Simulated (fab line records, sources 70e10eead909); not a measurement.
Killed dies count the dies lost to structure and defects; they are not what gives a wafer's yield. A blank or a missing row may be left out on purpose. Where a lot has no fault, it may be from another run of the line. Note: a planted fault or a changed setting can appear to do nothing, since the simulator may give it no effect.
Matching of chambers :: flow nand harc :: NHARC_P_CONTACT_CMP_24 on cmp-01 has 4 sister chambers
The step polishes, t overpolish 30 s, target thk 200 nm. 4 wafers are shown with their chamber, then 7 later ones without.

## WAFERS, EACH WITH ITS CHAMBER
wafer: L205.3
chamber: 1
motor current A (A): 13.9

wafer: L205.4
chamber: 2
motor current A (A): 11.2

wafer: L206.3
chamber: 0
motor current A (A): 11.6

wafer: L206.5
chamber: 3
motor current A (A): 12.1

## WAFERS MISSING THEIR CHAMBER
wafer: L206.6
motor current A (A): 11.7

wafer: L209.1
motor current A (A): 13.8

wafer: L209.2
motor current A (A): 10.9

wafer: L209.4
motor current A (A): 11.5

wafer: L210.1
motor current A (A): 12.3

wafer: L210.2
motor current A (A): 11.1

wafer: L210.4
motor current A (A): 12.4

## WHICH CHAMBER EACH ONE RAN IN
wafer: L206.6
from the rows above: can't be placed: 0 or 3
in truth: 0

wafer: L209.1
from the rows above: 1
in truth: 1

wafer: L209.2
from the rows above: 2
in truth: 2

wafer: L209.4
from the rows above: can't be placed: 0 or 2
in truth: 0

wafer: L210.1
from the rows above: 3
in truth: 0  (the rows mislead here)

wafer: L210.2
from the rows above: 2
in truth: 2

wafer: L210.4
from the rows above: 3
in truth: 3
Correct placement for 4 of the 7. Cannot be placed on the basis of these rows: 2; the candidates contain the true chamber in 2. Number placed wrongly: 1.
How it was worked out, from the rows above alone: a wafer's distance from a chamber is the root of the sum, over the readings, of the square of ((its reading less the chamber's mean) divided by the reading's scatter). If the next closest chamber is less than 2 further off than the closest, the wafer can't be placed; otherwise it belongs to the closest. The mean given for a chamber averages the wafers shown for that chamber. The scatter: root of mean squared gap, hidden wafer to nearest shown wafer, with one shown wafer a chamber.
